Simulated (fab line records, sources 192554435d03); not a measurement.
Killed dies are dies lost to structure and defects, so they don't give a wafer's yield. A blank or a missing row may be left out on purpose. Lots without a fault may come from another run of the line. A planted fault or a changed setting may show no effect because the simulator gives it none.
fab line records | flow n5_finfet
record lots=14 wafers=41 last_day=18
route steps=1938 shown BEOL_M0@718 BEOL_M4@1111
lots that met no fault: from a run of the same line without faults
start_h: hours from the record's first day to the start of the lot's first wafer shown | wait_h: hours since the lot's step before | " the same as in the row above | L1.1+2: a row that stands for several wafers | - no value, or no start given | * or withheld: withheld | < > ~ a bound
route shown NAME@n: a module of which the file shows steps, and the number in the route of the first | usual: mean/standard deviation of fault-free wafers | same: alike in all rows | chamber/n: place in a boat | sites: the reading at each site | _std_site: their standard deviation | _edge_site: outer sites' mean less inner sites' | radius_mm: how far each site lies from the wafer's centre | mask NAME#n: copy n | behind: the tool/chamber that last shaped the wafer | hold: why the lot was held/for how many hours/how that ended | device: the transistor (n, p or np) that didn't switch | end of line: the same wafers' tests at the end of the route | a step without rows: its recipe alone | killed: dies lost to structure and defects at the first sort, not the wafer's yield | map: a wafer's dies, x killed, . not, _ none there
set.NAME: the setting as run; set.NAME@STEP: as run at that earlier step | model.NAME: the simulator's own value behind a step, which no gauge read
steps of the route over a sample of lots; a table a step, a row a wafer
services: from which hour (start_h, from the record's first day; less than 0 if before it) a tool's chamber was out of use, for how many hours, and why
## steps
# step N5_BEOL_M0_STRIP_104
# recipe chemistry=N2/H2 power_w=450 temp_c=40 pressure_mtorr=20 rf_frequency_hz=6e+07 overash_fraction=0.3 bias_power_w=7 h2_frac=0.5 n2_flow_sccm=200 h2_flow_sccm=200
# usual bias_power_w=6.996/0.021 chamber_pressure_mTorr=20.00/0.035 drypump_motor_current_A=5.8/0.55 oes_product_au=0.80/0.088 rf_vpp_V=59.5/1.6 showerhead_plenum_p_Torr=2.59/0.08 throttle_valve_pct=23.6/0.35
# columns lot.wafer tool chamber start_h wait_h bias_power_w chamber_pressure_mTorr drypump_motor_current_A oes_product_au rf_hours_counter_h rf_vpp_V showerhead_plenum_p_Torr throttle_valve_pct
L193.1 rie_diel-01 2 113.78 0.0 6.946 20.00 5.2 0.88 31 60.3 2.72 23.6
L193.3 " 1 " " 7.006 19.96 5.8 0.68 228 57.2 2.38 23.0
L193.6 " 2 " " 6.970 20.00 5.2 0.88 - 61.5 2.72 23.6
L194.1 rie_diel-03 3 122.10 0.0 6.988 19.98 5.9 0.83 83 59.7 2.44 23.3
L194.3 " 1 " " 7.033 20.02 5.5 0.73 165 58.4 2.63 23.7
L194.4 " 2 " " 7.029 20.00 5.0 0.85 55 64.2 2.59 24.2
L195.1 rie_diel-03 0 135.92 0.0 6.965 20.06 5.2 0.92 18 64.3 2.59 23.3
L195.3 " 3 " " 7.028 20.02 6.0 0.82 87 59.3 2.44 23.2
L195.6 " 2 " " 6.976 19.94 5.0 0.84 - 63.5 2.59 24.2
L196.1 rie_diel-03 0 136.06 0.0 6.950 20.02 5.2 0.93 18 60.3 2.59 23.3
L196.3 " 2 " " 6.986 19.99 5.0 0.85 59 57.9 2.59 24.2
L196.6 " 3 " " 6.999 20.00 5.9 0.83 - 57.2 2.44 23.3
L197.2 rie_diel-03 3 138.64 0.0 7.009 20.00 5.9 0.82 89 60.7 2.44 23.3
L197.4 " 0 " " 7.008 20.01 5.2 0.92 18 61.6 2.59 23.3
L197.5 " 2 " " 6.964 20.06 5.0 0.83 - 58.9 2.59 24.2
L200.1 rie_diel-06 1 155.36 0.0 6.986 20.04 6.6 0.75 196 59.9 2.62 23.4
L200.4 " 1 " " 6.992 19.94 6.6 0.72 - 58.4 2.62 23.3
L200.5 " 0 " " 7.000 20.03 5.8 0.70 - 59.3 2.62 23.7
L201.1 rie_diel-06 0 168.98 0.0 6.993 20.00 5.7 0.71 216 60.0 2.62 23.7
L201.3 " 1 " " 6.967 19.95 6.6 0.73 202 58.1 2.62 23.4
L201.5 " 0 " " 6.974 20.03 5.8 0.70 - 57.4 2.62 23.7
L203.2 rie_diel-03 2 174.75 0.0 7.033 20.01 5.0 0.82 70 58.9 2.59 24.2
L203.3 " 3 " " 6.993 20.00 6.0 0.81 99 60.8 2.44 23.3
L203.5 " 0 " " 6.977 20.01 5.2 0.91 - 60.2 2.59 23.3
L204.5 rie_diel-06 2 179.29 0.0 7.013 19.99 6.3 0.69 - 60.4 2.51 24.0
L204.6 " 1 " " 6.998 20.03 6.6 0.72 - 59.6 2.62 23.4
L205.1 rie_diel-06 0 198.77 0.0 6.975 20.02 5.7 0.70 225 56.9 2.61 23.7
L205.3 " 3 " " 7.016 20.00 5.4 0.95 9 59.8 2.70 23.4
L205.4 " 1 " " 7.010 20.00 6.6 0.70 211 57.8 2.61 23.4
L207.1 rie_diel-06 3 215.80 0.0 7.023 19.97 5.4 0.90 16 59.8 2.69 23.4
L207.4 " 1 " " 6.978 20.01 6.6 0.69 - 58.4 2.61 23.4
L207.5 " 0 " " 6.961 20.03 5.7 0.69 - 60.1 2.61 23.7
L209.1 rie_diel-06 1 220.49 0.0 6.993 20.00 6.6 0.71 221 61.3 2.61 23.4
L209.3 " 2 " " 6.969 19.98 6.3 1.03 1 61.8 2.51 23.5
L209.5 " 1 " " 6.955 20.02 6.6 0.70 - 58.6 2.61 23.4
L213.1 rie_diel-01 0 245.21 0.0 6.993 20.00 6.3 0.76 142 57.7 2.64 23.2
L213.5 " 2 " " 7.029 20.02 5.2 0.82 - 58.7 2.70 23.7
L213.6 " 1 " " 6.988 19.98 5.8 0.99 - 59.7 2.69 22.8
L216.1 rie_diel-01 0 261.39 0.0 7.011 20.03 6.3 0.74 149 58.4 2.64 23.3
L216.2 " 2 " " 7.021 19.95 5.3 0.81 91 60.3 2.69 23.7
L216.3 " 3 " " 7.002 20.03 6.6 0.90 22 60.2 2.59 23.4
# step N5_BEOL_M0_STRIP_142
# recipe chemistry=N2/H2 time_s=10 power_w=450 temp_c=40 pressure_mtorr=20 rf_frequency_hz=6e+07 bias_power_w=7 n2_flow_sccm=200 h2_flow_sccm=200
# usual bias_power_w=6.999/0.021 chamber_pressure_mTorr=20.000/0.019 drypump_motor_current_A=5.8/0.54 oes_product_au=0.79/0.086 rf_vpp_V=59.3/0.87 showerhead_plenum_p_Torr=2.59/0.093 throttle_valve_pct=23.5/0.37
# columns lot.wafer tool chamber start_h wait_h bias_power_w chamber_pressure_mTorr drypump_motor_current_A oes_product_au rf_hours_counter_h rf_vpp_V showerhead_plenum_p_Torr throttle_valve_pct
L193.1 rie_diel-01 1 113.98 0.0 7.023 19.979 5.8 0.68 228 58.5 2.38 22.9
L193.3 " 3 " " 6.993 20.005 6.6 0.71 233 59.5 2.61 23.8
L193.6 " 2 " " 6.985 20.017 5.2 0.89 - 58.8 2.72 23.6
L194.1 rie_diel-01 2 122.29 0.0 6.985 19.992 5.2 0.87 35 60.0 2.72 23.6
L194.3 " 1 " " 7.026 20.008 5.8 0.68 231 57.7 2.38 23.0
L194.4 " 3 " " 7.009 20.024 6.6 0.69 - 59.0 2.61 23.8
L195.1 rie_diel-03 3 136.17 0.0 7.004 20.007 6.0 0.83 87 58.7 2.44 23.3
L195.3 " 2 " " 6.959 20.007 5.0 0.86 59 58.3 2.59 24.2
L195.6 " 3 " " 6.992 19.978 6.0 0.83 - 59.0 2.44 23.3
L196.1 rie_diel-01 3 136.25 0.0 7.010 20.019 6.5 0.70 242 57.5 2.61 23.7
L196.3 " 2 " " 6.988 19.999 5.2 0.88 40 60.0 2.72 23.6
L196.6 " 2 " " 6.998 20.001 5.2 0.86 - 58.5 2.72 23.6
L197.2 rie_diel-01 2 139.01 0.0 6.999 20.004 5.2 0.86 42 58.1 2.71 23.7
L197.4 " 0 " " 7.054 19.975 6.3 0.79 99 59.9 2.66 23.2
L197.5 " 1 " " 7.036 19.987 5.7 0.68 - 59.5 2.38 23.0
L200.1 rie_diel-06 1 155.89 0.0 7.023 20.024 6.6 0.74 196 60.2 2.62 23.4
L200.4 " 1 " " 7.020 19.991 6.6 0.73 - 57.8 2.62 23.4
L200.5 " 0 " " 7.000 20.024 5.7 0.70 - 60.0 2.62 23.7
L201.1 rie_diel-06 0 169.21 0.0 7.040 20.004 5.8 0.70 216 58.1 2.62 23.7
L201.3 " 1 " " 6.993 19.961 6.6 0.73 - 60.1 2.62 23.4
L201.5 " 1 " " 7.027 19.963 6.6 0.72 - 58.6 2.62 23.4
L203.2 rie_diel-06 3 174.94 0.0 7.004 20.018 5.4 0.98 1 59.7 2.70 23.4
L203.3 " 1 " " 6.965 20.025 6.6 0.72 204 60.0 2.62 23.4
L203.5 " 2 " " 6.973 20.021 6.3 0.69 - 60.3 2.51 24.0
L204.5 rie_diel-03 3 179.49 0.0 7.012 19.987 5.9 0.80 - 58.3 2.44 23.3
L204.6 " 2 " " 7.008 19.979 5.0 0.83 - 60.7 2.59 24.2
L205.1 rie_diel-03 1 199.23 0.0 6.989 19.982 5.5 0.71 187 59.6 2.62 23.7
L205.3 " 2 " " 7.016 20.012 5.0 0.81 78 60.0 2.58 24.2
L205.4 " 0 " " 6.991 20.036 5.2 0.88 35 59.2 2.58 23.3
L207.1 rie_diel-06 1 215.99 0.0 6.987 19.996 6.6 0.70 219 59.0 2.61 23.4
L207.4 " 1 " " 6.979 20.000 6.6 0.70 - 59.3 2.61 23.4
L207.5 " 3 " " 7.010 19.987 5.4 0.90 - 58.5 2.69 23.4
L209.1 rie_diel-01 3 220.81 0.0 6.959 19.979 6.6 0.94 4 58.2 2.60 23.3
L209.3 " 0 " " 7.006 19.991 6.4 0.76 131 59.8 2.65 23.2
L209.5 " 3 " " 7.003 19.999 6.6 0.95 - 60.3 2.60 23.3
L213.1 rie_diel-01 3 246.75 0.0 7.014 19.994 6.6 0.91 15 59.4 2.60 23.4
L213.5 " 1 " " 6.999 19.979 5.8 0.98 - 60.1 2.69 22.7
L213.6 " 2 " " 6.982 20.028 5.2 0.81 - 60.2 2.70 23.7
L216.1 rie_diel-01 0 261.58 0.0 6.972 20.003 6.3 0.74 149 58.8 2.64 23.3
L216.2 " 2 " " 6.998 20.008 5.2 0.80 91 58.1 2.69 23.7
L216.3 " 1 " " 6.954 19.988 5.8 0.95 14 58.1 2.69 22.8
# step N5_BEOL_M0_OCD_MEAS_108
# usual trench_depth_nm=33.1/0.65
# columns lot.wafer tool chamber start_h wait_h trench_depth_nm
L193.1 ocd-01 - 114.05 0.1 32.5
L193.3 " - " " 32.9
L193.6 " - " " 34.1
L194.1 ocd-02 - 122.37 0.1 33.7
L194.3 " - " " 32.6
L194.4 " - " " 33.4
L195.1 ocd-01 - 136.25 0.1 34.2
L195.3 " - " " 34.1
L195.6 " - " " 34.0
L196.1 ocd-02 - 136.33 0.1 33.3
L196.3 " - " " 33.9
L196.6 " - " " 33.9
L197.2 ocd-01 - 139.10 0.1 34.1
L197.4 " - " " 32.7
L197.5 " - " " 33.0
L200.1 ocd-01 - 155.97 0.1 33.6
L200.4 " - " " 33.7
L200.5 " - " " 33.1
L201.1 ocd-01 - 169.31 0.1 31.6
L201.3 " - " " 33.0
L201.5 " - " " 33.1
L203.2 ocd-01 - 175.02 0.1 31.6
L203.3 " - " " 32.8
L203.5 " - " " 32.4
L204.5 ocd-02 - 179.55 0.0 32.5
L204.6 " - " " 33.3
L205.1 ocd-02 - 199.31 0.1 32.8
L205.3 " - " " 32.9
L205.4 " - " " 32.4
L207.1 ocd-01 - 216.07 0.1 33.1
L207.4 " - " " 32.4
L207.5 " - " " 31.7
L209.1 ocd-01 - 220.90 0.1 34.1
L209.3 " - " " 32.1
L209.5 " - " " 34.3
L213.1 ocd-01 - 246.83 0.1 33.6
L213.5 " - " " 34.1
L213.6 " - " " 33.6
L216.1 ocd-01 - 261.66 0.1 31.5
L216.2 " - " " 33.4
L216.3 " - " " 33.3
# step N5_BEOL_M0_STRIP_139
# recipe chemistry=post_etch_residue_remover time_s=60 temp_c=25 remover_ph=withheld remover_water_wt_pct=withheld remover_fluoride_wt_pct=withheld
# usual run_length_s=66.9/1.7 temp_c=25.00/0.11
# columns lot.wafer tool chamber start_h wait_h run_length_s temp_c
L193.1 wet_bench-05 4 114.27 0.1 67.5 25.14
L193.3 " 1 " " 65.5 24.88
L193.6 " 3 " " 64.7 24.94
L194.1 wet_bench-01 0 122.58 0.1 65.4 24.94
L194.3 " 1 " " 66.3 25.01
L194.4 " 6 " " 66.8 24.90
L195.1 wet_bench-02 5 136.71 0.1 66.7 25.04
L195.3 " 4 " " 67.4 25.01
L195.6 " 2 " " 65.9 24.85
L196.1 wet_bench-02 0 136.75 0.1 66.9 24.94
L196.3 " 1 " " 67.3 25.13
L196.6 " 5 " " 65.0 25.02
L197.2 wet_bench-02 7 139.33 0.1 66.0 24.92
L197.4 " 4 " " 67.3 24.88
L197.5 " 6 " " 67.3 25.01
L200.1 wet_bench-05 4 156.19 0.1 68.7 24.99
L200.4 " 0 " " 66.3 25.06
L200.5 " 2 " " 66.2 24.98
L201.1 wet_bench-02 4 169.63 0.1 67.0 25.24
L201.3 " 1 " " 66.7 25.09
L201.5 " 7 " " 66.6 25.01
L203.2 wet_bench-05 5 175.23 0.1 64.9 25.07
L203.3 " 0 " " 67.4 25.07
L203.5 " 7 " " 66.5 25.07
L204.5 wet_bench-01 3 179.80 0.0 66.6 24.99
L204.6 " 2 " " 65.7 25.05
L205.1 wet_bench-02 6 199.66 0.1 67.1 24.93
L205.3 " 1 " " 66.2 24.99
L205.4 " 7 " " 67.5 25.16
L207.1 wet_bench-05 7 216.34 0.1 - -
L207.4 " 0 " " - -
L207.5 " 6 " " - -
L209.1 wet_bench-02 3 221.18 0.1 - -
L209.3 " 2 " " - -
L209.5 " 1 " " - -
L213.1 wet_bench-01 6 248.00 0.1 66.9 25.06
L213.5 " 1 " " 65.8 24.84
L213.6 " 2 " " 66.5 25.01
L216.1 wet_bench-01 0 261.97 0.1 65.0 24.96
L216.2 " 5 " " 66.9 24.86
L216.3 " 1 " " 66.6 25.15
# step N5_BEOL_M4_RC_MEAS_101
# usual DIBL_N=35.7/1.5 DIBL_P=35.7/2 IOFF_N=0.155/0.026 IOFF_P=0.20/0.031 ION_N=675/11 ION_P=462/7.1 SS_N=71.3/0.57 SS_P=73.1/0.56 VT_N=250/3 VT_P=-251/3
# columns lot.wafer tool chamber start_h wait_h DIBL_N[mV/V] DIBL_P[mV/V] IOFF_N[nA/um] IOFF_P[nA/um] ION_N[uA/um] ION_P[uA/um] SS_N[mV/dec] SS_P[mV/dec] VT_N[mV] VT_P[mV]
L193.1 prober-02 0 175.87 0.0 36.7 36.3 0.153 0.21 667 459 71.6 72.7 251 -252
L193.3 " 0 " " 37.2 36.8 0.171 0.23 673 459 71.7 73.6 250 -249
L193.6 " 0 " " 35.3 34.4 0.142 0.18 666 461 71.2 72.6 252 -251
L194.1 prober-01 0 185.28 0.0 37.9 38.4 0.208 0.24 696 472 72.1 73.4 245 -247
L194.3 " 0 " " 37.5 37.2 0.182 0.23 671 461 71.8 73.3 247 -248
L194.4 " 0 " " 35.9 36.3 0.166 0.22 688 474 70.9 73.4 247 -249
L195.1 prober-02 0 194.13 0.0 34.0 33.8 0.141 0.19 683 462 71.2 72.1 250 -250
L195.3 " 0 " " 36.0 37.2 0.186 0.26 685 468 71.9 73.3 245 -246
L195.6 " 0 " " 33.7 33.5 0.142 0.19 678 465 70.4 72.3 249 -250
L196.1 prober-01 0 195.18 0.0 33.4 31.3 0.106 0.17 662 458 70.5 72.4 255 -253
L196.3 " 0 " " 34.5 33.0 0.128 0.19 681 469 71.2 73.6 252 -251
L196.6 " 0 " " 38.2 37.4 0.184 0.25 683 470 72.4 74.7 248 -248
L197.2 prober-02 0 199.05 0.2 36.1 34.7 0.165 0.21 674 460 72.0 72.9 248 -251
L197.4 " 0 " " 37.1 34.5 0.181 0.20 694 468 72.9 73.0 248 -252
L197.5 " 0 " " 35.4 32.9 0.140 0.18 678 464 71.3 72.6 251 -252
L200.1 prober-01 0 217.48 0.7 34.3 34.2 0.123 0.16 676 456 71.0 73.0 253 -253
L200.4 " 0 " " 31.8 31.0 0.089 0.13 667 460 70.7 72.3 259 -258
L200.5 " 0 " " 32.5 31.7 0.099 0.13 658 453 70.8 71.9 257 -258
L201.1 prober-01 0 225.57 0.7 36.5 35.5 0.148 0.22 666 462 71.8 73.4 252 -249
L201.3 " 0 " " 35.9 34.9 0.127 0.20 666 464 71.2 73.2 252 -250
L201.5 " 0 " " 37.2 35.3 0.156 0.22 662 453 71.4 73.3 254 -246
L203.2 prober-01 0 232.45 0.2 34.5 35.2 0.134 0.16 678 463 71.0 72.7 251 -255
L203.3 " 0 " " 37.3 38.2 0.171 0.20 684 462 72.0 74.3 247 -254
L203.5 " 0 " " 37.2 37.7 0.164 0.20 682 461 71.2 74.1 250 -252
L204.5 prober-02 0 234.34 0.6 34.3 32.8 0.128 0.16 664 452 70.4 73.3 251 -253
L204.6 " 0 " " 36.0 35.0 0.170 0.20 689 464 71.7 73.6 246 -251
L205.1 prober-01 0 252.89 0.0 35.4 35.9 0.176 0.23 693 478 71.7 73.7 246 -247
L205.3 " 0 " " 34.8 35.0 0.153 0.21 682 471 70.9 73.1 249 -248
L205.4 " 0 " " 34.9 34.9 0.155 0.21 678 470 70.7 73.3 248 -250
L207.1 prober-02 0 267.64 0.0 34.9 35.7 0.146 0.18 680 461 70.7 72.8 249 -250
L207.4 " 0 " " 35.6 35.3 0.153 0.18 667 459 70.9 73.2 250 -250
L207.5 " 0 " " 35.3 36.2 0.148 0.20 676 465 70.3 73.6 250 -252
L209.1 prober-01 0 277.73 0.0 36.7 36.3 0.157 0.21 682 472 72.4 72.9 248 -248
L209.3 " 0 " " 37.4 37.0 0.171 0.23 683 469 72.5 73.6 248 -247
L209.5 " 0 " " 37.1 36.7 0.169 0.23 677 467 71.9 73.5 246 -247
L213.1 prober-01 0 305.37 0.0 34.4 34.9 0.137 0.18 666 456 71.0 72.7 251 -253
L213.5 " 0 " " 33.9 34.4 0.128 0.18 659 456 71.1 72.4 252 -255
L213.6 " 0 " " 36.7 37.3 0.166 0.21 675 459 71.2 73.2 250 -253
L216.1 prober-02 0 320.07 0.0 36.7 38.3 0.173 0.21 680 466 72.6 73.2 247 -251
L216.2 " 0 " " 37.4 38.4 0.189 0.22 674 461 71.5 73.3 246 -251
L216.3 " 0 " " 35.5 37.9 0.159 0.21 683 462 72.3 72.8 249 -250
## services
# columns tool chamber start_h hours kind
rie_diel-06 0 95.43 9.2 repair
rie_diel-01 0 107.19 29.5 repair
rie_diel-06 3 136.50 - clean
rie_diel-06 3 136.50 - consumable_replace:focus_ring
rie_diel-06 3 136.50 - consumable_replace:showerhead
rie_diel-06 3 136.50 34.7 scheduled_down
rie_diel-06 3 136.50 34.7 vent_cycle
rie_diel-06 2 169.03 5.1 repair
rie_diel-01 3 172.08 16.0 repair
rie_diel-01 1 175.77 9.0 repair
rie_diel-06 - 183.10 0.2 repair
rie_diel-03 3 184.82 4.3 repair
rie_diel-01 3 188.14 - clean
rie_diel-01 3 188.14 - consumable_replace:focus_ring
rie_diel-01 3 188.14 25.6 scheduled_down
rie_diel-01 3 188.14 25.6 vent_cycle
rie_diel-01 1 213.94 - clean
rie_diel-01 1 213.94 - consumable_replace:focus_ring
rie_diel-01 1 213.94 - consumable_replace:showerhead
rie_diel-01 1 213.94 18.5 scheduled_down
rie_diel-01 1 213.94 18.5 vent_cycle
rie_diel-06 - 233.19 15.6 pm
rie_diel-06 3 251.02 9.4 repair
rie_diel-03 3 259.60 4.2 repair
## key
first_sign step=N5_BEOL_M0_STRIP_139 reading=tool_record direction=missing
effect none on later readings
met_at N5_BEOL_M0_STRIP_139
struck_lots L207,L209
sort_left_out L207.1,L207.4,L207.5,L209.1,L209.3,L209.5
not_acting_at N5_BEOL_M0_STRIP_104,N5_BEOL_M0_STRIP_142,N5_BEOL_M0_OCD_MEAS_108
onset_between 199.66 216.34
fault kind=skipped_step_whole tool=wet_bench-02,wet_bench-05 chamber=- onset_h=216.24 steps=N5_BEOL_M0_STRIP_139 scope=struck_lots_only
# sort_left_out: the simulated sort isn't trusted on such a fault, so these wafers' sort isn't shown, and their yield isn't known
